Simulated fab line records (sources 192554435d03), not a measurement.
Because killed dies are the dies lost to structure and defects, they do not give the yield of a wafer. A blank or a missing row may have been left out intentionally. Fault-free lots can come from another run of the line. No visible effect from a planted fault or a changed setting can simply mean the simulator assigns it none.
A single fault, viewed from 3 desks / flow n5Finfet / each desk has only its own numbers; what lay behind them comes last

## THE DEFECT DESK
Counts from the inspections along the route, per lot, as means over the sampled wafers that have a number. The brackets show how far a lot's mean lies from the usual mean; more than 4 standard deviations puts the lot out of limits, marked OUT.
Columns: A = rawDefectCount at N5_BEOL_M9_INSPECT_58, usual 73; B = rawDefectCount at N5_BEOL_M10_INSPECT_13, usual 417; C = rawDefectCount at N5_BEOL_M10_INSPECT_30, usual 423
lot=L894; first seen here=day 9 18:53; A=87; B=436; C=482
lot=L895; first seen here=day 10 00:03; A=72; B=307; C=306
lot=L899; first seen here=day 11 15:55; A=52; B=473; C=481
lot=L902; first seen here=day 11 18:25; A=62; B=813; C=811
lot=L905; first seen here=day 13 05:18; A=89; B=770; C=765
lot=L906; first seen here=day 13 12:53; A=60; B=305; C=275
lot=L907; first seen here=day 13 19:47; A=61; B=362; C=362
lot=L909; first seen here=day 14 08:11; A=96; B=379; C=398
lot=L916; first seen here=day 16 05:52; A=84; B=451; C=448
lot=L917; first seen here=day 16 08:32; A=54; B=405; C=399
This desk's verdict: no lot among the 10 shows anything out of limits.

## DESK OF THE TOOL OWNER: pecvd-04
The tool's own readings at N5_BEOL_M10_PECVD_70 (deposits SiO2 from TEOS/O2, target thk 20 nm, time 22.7 s): means of the sampled wafers that have a number, for each lot that ran on this tool. The brackets show how far a lot's mean lies from the usual mean; more than 4 standard deviations puts the lot out of limits, marked OUT.
Columns: A = heaterPowerW at N5_BEOL_M10_PECVD_70, usual 730 W; B = rfFwdPowerW at N5_BEOL_M10_PECVD_70, usual 445.7 W; C = showerheadPlenumPTorr at N5_BEOL_M10_PECVD_70, usual 8.78 Torr; D = throttleValvePct at N5_BEOL_M10_PECVD_70, usual 21.8 %
lot=L899; first seen here=day 11 16:35; A=734; B=445.1; C=8.77; D=20.8
lot=L902; first seen here=day 11 19:05; A=749; B=445.3; C=8.75; D=21.1
lot=L905; first seen here=day 13 06:00; A=750; B=445.3; C=8.77; D=21.1
lot=L916; first seen here=day 16 06:32; A=711; B=445.5; C=8.78; D=21.4
lot=L917; first seen here=day 16 09:13; A=714; B=444.6; C=8.78; D=21.4
This desk's verdict: no lot among the 5 shows anything out of limits.

## METROLOGY DESK
Means of the sampled wafers that have a number, per lot and without regard to the tool the lot ran on: this is what the gauges read. The brackets show how far a lot's mean lies from the usual mean; more than 4 standard deviations puts the lot out of limits, marked OUT.
Columns: A = M10_ILD_THK at N5_BEOL_M10_THK_MEAS_01, usual 268 nm
lot=L894; first seen here=day 9 20:00; A=272
lot=L895; first seen here=day 10 01:10; A=272
lot=L899; first seen here=day 11 16:33; A=269
lot=L902; first seen here=day 11 19:03; A=269
lot=L905; first seen here=day 13 05:58; A=266
lot=L906; first seen here=day 13 13:32; A=273
lot=L907; first seen here=day 13 20:27; A=271
lot=L909; first seen here=day 14 08:49; A=267
lot=L916; first seen here=day 16 06:30; A=268
lot=L917; first seen here=day 16 09:10; A=268
This desk's verdict: no lot among the 10 shows anything out of limits.

## PUT TOGETHER
Nothing out of limits was seen by the defect desk.
The tool owner's desk saw nothing out of limits.
Metrology desk: nothing out of limits seen.

## WHAT THE SIMULATOR PUT IN
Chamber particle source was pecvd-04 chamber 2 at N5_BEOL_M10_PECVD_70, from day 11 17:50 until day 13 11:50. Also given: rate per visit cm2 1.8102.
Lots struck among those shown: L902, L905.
